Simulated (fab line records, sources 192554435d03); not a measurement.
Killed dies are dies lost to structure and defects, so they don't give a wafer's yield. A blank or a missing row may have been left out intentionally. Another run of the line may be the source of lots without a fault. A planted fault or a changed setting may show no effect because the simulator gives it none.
Matching of chambers / flow n5-finfet / N5_BEOL_M0_SAQP_HM_OPEN_112 on rie-diel-03: 4 sister chambers
The step chemistry CHF3/O2, target SiO2, stops on a-Si, target depth 12 nm, time 13.5 s. 16 wafers are shown with their chamber, then 8 later ones without.

== WAFERS PAIRED WITH THEIR CHAMBERS ==
wafer=L074.2; chamber=0; drypump-motor-current-A (A)=6.4; oes_f_703_au (a.u.)=0.76; throttle-valve-pct (%)=18.78
wafer=L074.3; chamber=3; drypump-motor-current-A (A)=5.6; oes_f_703_au (a.u.)=0.71; throttle-valve-pct (%)=18.93
wafer=L074.5; chamber=3; drypump-motor-current-A (A)=5.6; oes_f_703_au (a.u.)=0.71; throttle-valve-pct (%)=18.92
wafer=L076.2; chamber=3; drypump-motor-current-A (A)=5.6; oes_f_703_au (a.u.)=0.71; throttle-valve-pct (%)=18.91
wafer=L076.4; chamber=3; drypump-motor-current-A (A)=5.6; oes_f_703_au (a.u.)=0.70; throttle-valve-pct (%)=18.94
wafer=L076.5; chamber=0; drypump-motor-current-A (A)=6.4; oes_f_703_au (a.u.)=0.75; throttle-valve-pct (%)=18.82
wafer=L077.2; chamber=3; drypump-motor-current-A (A)=5.6; oes_f_703_au (a.u.)=0.70; throttle-valve-pct (%)=18.93
wafer=L077.4; chamber=1; drypump-motor-current-A (A)=6.0; oes_f_703_au (a.u.)=0.90; throttle-valve-pct (%)=18.60
wafer=L077.5; chamber=3; drypump-motor-current-A (A)=5.6; oes_f_703_au (a.u.)=0.71; throttle-valve-pct (%)=18.93
wafer=L081.1; chamber=3; drypump-motor-current-A (A)=5.6; oes_f_703_au (a.u.)=0.70; throttle-valve-pct (%)=18.94
wafer=L081.2; chamber=0; drypump-motor-current-A (A)=6.3; oes_f_703_au (a.u.)=0.75; throttle-valve-pct (%)=18.81
wafer=L081.5; chamber=1; drypump-motor-current-A (A)=6.0; oes_f_703_au (a.u.)=0.89; throttle-valve-pct (%)=18.62
wafer=L084.1; chamber=1; drypump-motor-current-A (A)=6.0; oes_f_703_au (a.u.)=0.88; throttle-valve-pct (%)=18.62
wafer=L084.3; chamber=0; drypump-motor-current-A (A)=6.4; oes_f_703_au (a.u.)=0.75; throttle-valve-pct (%)=18.81
wafer=L084.4; chamber=2; drypump-motor-current-A (A)=5.5; oes_f_703_au (a.u.)=0.74; throttle-valve-pct (%)=18.67
wafer=L091.1; chamber=0; drypump-motor-current-A (A)=6.4; oes_f_703_au (a.u.)=0.74; throttle-valve-pct (%)=18.84

SIGNATURES (averages over the wafers above)
reading=drypump-motor-current-A; chamber 0=6.380; chamber 1=6.000; chamber 2=5.500; chamber 3=5.600; scatter within a chamber=0.0258
reading=oes_f_703_au; chamber 0=0.7500; chamber 1=0.8900; chamber 2=0.7400; chamber 3=0.7057; scatter within a chamber=0.0069
reading=throttle-valve-pct; chamber 0=18.8120; chamber 1=18.6133; chamber 2=18.6700; chamber 3=18.9286; scatter within a chamber=0.0154
Rule: a wafer lies at a distance from a chamber equal to the root of the sum of squares, over the readings, of (its reading less the chamber's mean, divided by the reading's scatter). If the next closest chamber is less than 2 further off than the closest, the wafer can't be placed; otherwise it belongs to the closest. The scatter: the root of (the sum of the squares of (reading less its chamber's mean) over the shown wafers, divided by (wafers less chambers)).

== WAFERS WHOSE CHAMBER IS MISSING ==
wafer=L091.2; drypump-motor-current-A (A)=6.0; oes_f_703_au (a.u.)=0.87; throttle-valve-pct (%)=18.66
wafer=L091.4; drypump-motor-current-A (A)=5.4; oes_f_703_au (a.u.)=0.74; throttle-valve-pct (%)=18.65
wafer=L092.1; drypump-motor-current-A (A)=6.1; oes_f_703_au (a.u.)=0.86; throttle-valve-pct (%)=18.66
wafer=L092.2; drypump-motor-current-A (A)=6.4; oes_f_703_au (a.u.)=0.73; throttle-valve-pct (%)=18.85
wafer=L092.6; drypump-motor-current-A (A)=6.1; oes_f_703_au (a.u.)=0.86; throttle-valve-pct (%)=18.66
wafer=L097.2; drypump-motor-current-A (A)=5.6; oes_f_703_au (a.u.)=0.68; throttle-valve-pct (%)=19.00
wafer=L097.5; drypump-motor-current-A (A)=5.5; oes_f_703_au (a.u.)=0.73; throttle-valve-pct (%)=18.69
wafer=L097.6; drypump-motor-current-A (A)=5.6; oes_f_703_au (a.u.)=0.68; throttle-valve-pct (%)=19.00

== EACH ONE'S CHAMBER ==
wafer=L091.2; from the rows above=1; in truth=1
wafer=L091.4; from the rows above=2; in truth=2
wafer=L092.1; from the rows above=1; in truth=1
wafer=L092.2; from the rows above=0; in truth=0
wafer=L092.6; from the rows above=1; in truth=1
wafer=L097.2; from the rows above=3; in truth=3
wafer=L097.5; from the rows above=2; in truth=2
wafer=L097.6; from the rows above=3; in truth=3
Placed correctly: 8 of 8. Number that these rows cannot place: 0. Wrongly placed: 0.
